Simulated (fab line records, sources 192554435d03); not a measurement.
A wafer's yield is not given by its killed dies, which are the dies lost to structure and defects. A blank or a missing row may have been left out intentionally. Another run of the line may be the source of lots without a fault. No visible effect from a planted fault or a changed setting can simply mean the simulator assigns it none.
Split-lot trial | flow n5Finfet | 7 lots, 21 wafers read, on a route of 1938 steps

## THE SPLIT ITSELF
At N5_BEOL_M4_DESCUM_16 (chemistry O2, time 7 s), the setting timeS was moved away from the recipe's 7 s on 3 of the 21 wafers read, by -19.7% to +9.5%. All remaining wafers had this setting at the recipe value.

## SPLIT TO READING: what lies between them in the file, 1 step
- N5_BEOL_M4_ETCH_74: etches underlayer in N2/H2, target depth 6.5 nm, time 5.2 s

## THE READING
CAR-EUV_of_BEOL_M4_COAT_05.thkNm (the simulator's own value, which no gauge read), in nm, at N5_BEOL_M4_ETCH_63 (etches SiARC in CF4, target depth 15.6 nm, time 26 s). The file gives no usual value for it. The 18 wafers here that ran the recipe average 11.2 nm, standard deviation 0.092 nm.

wafer  | tool, chamber at the split | timeS as run, s | against the recipe | CAR-EUV_of_BEOL_M4_COAT_05.thkNm, nm | against lot-mates on the recipe
L075.3 | rieDiel-04, 2,3            | 7               | recipe             | 11.2                                 | -
L075.5 | rieDiel-04, 2,3            | 7               | recipe             | 11.2                                 | -
L075.6 | rieDiel-04, 2              | 5.62            | -19.7%             | 11.8                                 | +0.6
L085.1 | rieDiel-05, 2              | 7               | recipe             | 11.2                                 | -
L085.5 | rieDiel-05, 0              | 7.668           | +9.5%              | 10.8                                 | -0.3
L085.6 | rieDiel-05, 1              | 7               | recipe             | 11                                   | -
L088.2 | rieDiel-01, 3,1            | 7               | recipe             | 11.2                                 | -
L088.4 | rieDiel-01, 3,1            | 7               | recipe             | 11.2                                 | -
L088.6 | rieDiel-01, 3              | 7               | recipe             | 11                                   | -
L089.1 | rieDiel-05, 1              | 5.741           | -18.0%             | 11.8                                 | +0.6
L089.4 | rieDiel-05, 0              | 7               | recipe             | 11.2                                 | -
L089.6 | rieDiel-05, 1              | 7               | recipe             | 11.2                                 | -
L093.1 | rieDiel-04, 3              | 7               | recipe             | 11.2                                 | -
L093.3 | rieDiel-04, 0,2            | 7               | recipe             | 11.2                                 | -
L093.6 | rieDiel-04, 0,2            | 7               | recipe             | 11                                   | -
L096.2 | rieDiel-05, 2,3            | 7               | recipe             | 11.4                                 | -
L096.3 | rieDiel-05, 2,3            | 7               | recipe             | 11.2                                 | -
L096.6 | rieDiel-05, 2              | 7               | recipe             | 11.2                                 | -
L095.2 | rieDiel-04, 1,2,1          | 7               | recipe             | 11.2                                 | -
L095.5 | rieDiel-04, 1,2,1          | 7               | recipe             | 11.2                                 | -
L095.6 | rieDiel-04, 1,2,1          | 7               | recipe             | 11.2                                 | -
When a row names more than one chamber, that row covers several wafers, and the file does not tell which wafer ran in which chamber.

THE FIT
A straight line over all 21 wafers: CAR-EUV_of_BEOL_M4_COAT_05.thkNm changes by -0.0338 nm for each +1% of timeS; r = -0.92; the points scatter about the line by 0.091 nm.
The same after taking each lot's own level away (the mean of its wafers on the recipe; 21 wafers): -0.0317 nm for each +1%; r = -0.94; scatter 0.073 nm.
According to that fit, moving timeS by its largest amount changes the reading by 0.63 nm.
From 11.10 to 11.27 nm: that is the span of the lots' own levels, equal to 1.8 times the standard deviation above.
So the lot-to-lot level changes the slope little: the two slopes agree.
Check: with one of the wafers moved furthest among these (-19.7%) left out of the fit, the line predicts +0.65 nm for it against its lot-mates. It came out at +0.6 nm against them.

## OTHER SPLITS APPLIED TO THESE WAFERS
Note: prior to the reading, these wafers also went through further splits. Each is held against what the fit with the lots' levels taken away leaves over:
other split on the same wafers    | wafers away from the commonest value | r with CAR-EUV_of_BEOL_M4_COAT_05.thkNm (lot level and that fit taken away)
N5_BEOL_M2_TRENCH_ETCH_37 sourceW | 9                                    | +0.07
N5_BEOL_M3_EXPOSE_25 doseMj       | 8                                    | -0.14
N5_BEOL_M4_EXPOSE_08 doseMj       | 5                                    | +0.17

## THE WHOLE CHAIN: every reading that the file lists as answering this split, in the file's order
step                 | what it does                                                | reading                                                                           | change (the file's fit)                | r (the file's)
N5_BEOL_M4_DESCUM_16 | chemistry O2, time 7 s                                      | CAR-EUV_of_BEOL_M4_COAT_05.thkNm (the simulator's own value, which no gauge read) | -0.034 nm for each +1% of the setting  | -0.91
N5_BEOL_M4_ETCH_74   | etches underlayer in N2/H2, target depth 6.5 nm, time 5.2 s | CAR-EUV_of_BEOL_M4_COAT_05.thkNm (the simulator's own value, which no gauge read) | -0.033 nm for each +1% of the setting  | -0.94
N5_BEOL_M4_ETCH_63   | etches SiARC in CF4, target depth 15.6 nm, time 26 s        | CAR-EUV_of_BEOL_M4_COAT_05.thkNm (the simulator's own value, which no gauge read) | -0.0317 nm for each +1% of the setting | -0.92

## THE FILE'S OWN FIT
CAR-EUV_of_BEOL_M4_COAT_05.thkNm changes by -0.0317 nm for each +1% of timeS, r = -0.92.
